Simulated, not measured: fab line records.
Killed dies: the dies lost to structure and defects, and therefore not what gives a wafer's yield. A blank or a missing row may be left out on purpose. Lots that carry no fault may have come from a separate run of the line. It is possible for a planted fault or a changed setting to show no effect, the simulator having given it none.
Split-lot study	flow n5-finfet	on a route of 1938 steps: 7 lots, 39 wafers read

ON THE SPLIT
At N5_MOL_CONTACT_COAG_ALD_131 (deposits SiO2, target thk 5 nm, pulse time 1 s, co reactant pulse time 1 s), the setting ald-cycles was moved away from the recipe's 35 on 15 of the 39 wafers read, by -17.1% to +14.3%. For the rest of the wafers, this setting stayed at what the recipe calls for.

Reading taken at the split's own step.

THE READING
SiO2_of_MOL_CONTACT_COAG_ALD_131.thk-nm (the simulator's own value, which no gauge read), in nm, at N5_MOL_CONTACT_COAG_ALD_131 (deposits SiO2, target thk 5 nm, pulse time 1 s, co reactant pulse time 1 s). There is no usual value for it anywhere in the file.

wafer	tool, chamber at the split	ald-cycles as run	against the recipe	SiO2_of_MOL_CONTACT_COAG_ALD_131.thk-nm, nm	against lot-mates on the recipe
L081.1	ald-sin-03, 3,0,2	30	-14.3%	4.2	-0.8
L081.2	ald-sin-03, 3,0,2	30	-14.3%	4.2	-0.8
L081.4	ald-sin-03, 3,0,2	30	-14.3%	4.2	-0.8
L081.3	ald-sin-03, 1,0,1	35	recipe	5	-
L081.5	ald-sin-03, 1,0,1	35	recipe	5	-
L081.6	ald-sin-03, 1,0,1	35	recipe	5	-
L082.1	ald-sin-04, 3,2,1	35	recipe	5	-
L082.2	ald-sin-04, 3,2,1	35	recipe	5	-
L082.5	ald-sin-04, 3,2,1	35	recipe	5	-
L082.3	ald-sin-04, 0,1	39	+11.4%	5.6	+0.6
L082.4	ald-sin-04, 0,1	39	+11.4%	5.6	+0.6
L082.6	ald-sin-04, 0	39	+11.4%	5.4	+0.4
L083.1	ald-sin-04, 0,3,1	35	recipe	5	-
L083.2	ald-sin-04, 0,3,1	35	recipe	5	-
L083.5	ald-sin-04, 0,3,1	35	recipe	5	-
L083.3	ald-sin-04, 1,2,0	40	+14.3%	5.8	+0.8
L083.4	ald-sin-04, 1,2,0	40	+14.3%	5.8	+0.8
L083.6	ald-sin-04, 1,2,0	40	+14.3%	5.8	+0.8
L084.1	ald-sin-04, 0,1,2	35	recipe	5	-
L084.3	ald-sin-04, 0,1,2	35	recipe	5	-
L084.4	ald-sin-04, 0,1,2	35	recipe	5	-
L084.2	ald-sin-04, 3,2,1	29	-17.1%	4.2	-0.8
L084.5	ald-sin-04, 3,2,1	29	-17.1%	4.2	-0.8
L084.6	ald-sin-04, 3,2,1	29	-17.1%	4.2	-0.8
L085.1	ald-sin-02, 2,3,0,1,2,3	35	recipe	5	-
L085.2	ald-sin-02, 2,3,0,1,2,3	35	recipe	5	-
L085.3	ald-sin-02, 2,3,0,1,2,3	35	recipe	5	-
L085.4	ald-sin-02, 2,3,0,1,2,3	35	recipe	5	-
L085.5	ald-sin-02, 2,3,0,1,2,3	35	recipe	5	-
L085.6	ald-sin-02, 2,3,0,1,2,3	35	recipe	5	-
L086.1	ald-sin-04, 2,1,3	35	recipe	5	-
L086.2	ald-sin-04, 2,1,3	35	recipe	5	-
L086.4	ald-sin-04, 2,1,3	35	recipe	5	-
L086.3	ald-sin-04, 0,0,1	30	-14.3%	4.2	-0.8
L086.5	ald-sin-04, 0,0,1	30	-14.3%	4.2	-0.8
L086.6	ald-sin-04, 0,0,1	30	-14.3%	4.2	-0.8
L087.1	ald-sin-04, 1,2,2	35	recipe	5	-
L087.2	ald-sin-04, 1,2,2	35	recipe	5	-
L087.5	ald-sin-04, 1,2,2	35	recipe	5	-
Where a row lists several chambers, the file gives one row for several wafers and doesn't say which wafer went through which chamber.

THE FIT
A straight line over all 39 wafers: SiO2_of_MOL_CONTACT_COAG_ALD_131.thk-nm changes by +0.0521 nm for each +1% of ald-cycles; r = +0.99; the points scatter about the line by 0.05 nm.
The same after taking each lot's own level away (the mean of its wafers on the recipe; 39 wafers): +0.0521 nm for each +1%; r = +0.99; scatter 0.05 nm.
That fit puts the effect of the largest move of ald-cycles on the reading at 0.89 nm.
The lots' own levels span 5.00 to 5.00 nm.
So the lot-to-lot level changes the slope little: the two slopes agree.
Check: with one of the wafers moved furthest among these (-17.1%) left out of the fit, the line predicts -0.907 nm for it against its lot-mates. It came out at -0.8 nm against them.

OTHER SPLITS APPLIED TO THESE WAFERS
Other splits were also applied to these wafers ahead of the reading. Each is held against what the fit with the lots' levels taken away leaves over:
other split on the same wafers	wafers away from the commonest value	r with SiO2_of_MOL_CONTACT_COAG_ALD_131.thk-nm (lot level and that fit taken away)
N5_WELL_APT_EXPOSE_05 dose-mj	12	+0.34
N5_DUMMY_GATE_ETCH_32 time-s	18	+0.04
N5_HKMG_FIN_ETCH_32 bias-w	12	+0.15

THE FILE'S OWN FIT
SiO2_of_MOL_CONTACT_COAG_ALD_131.thk-nm changes by +0.0522 nm for each +1% of ald-cycles, r = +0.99.
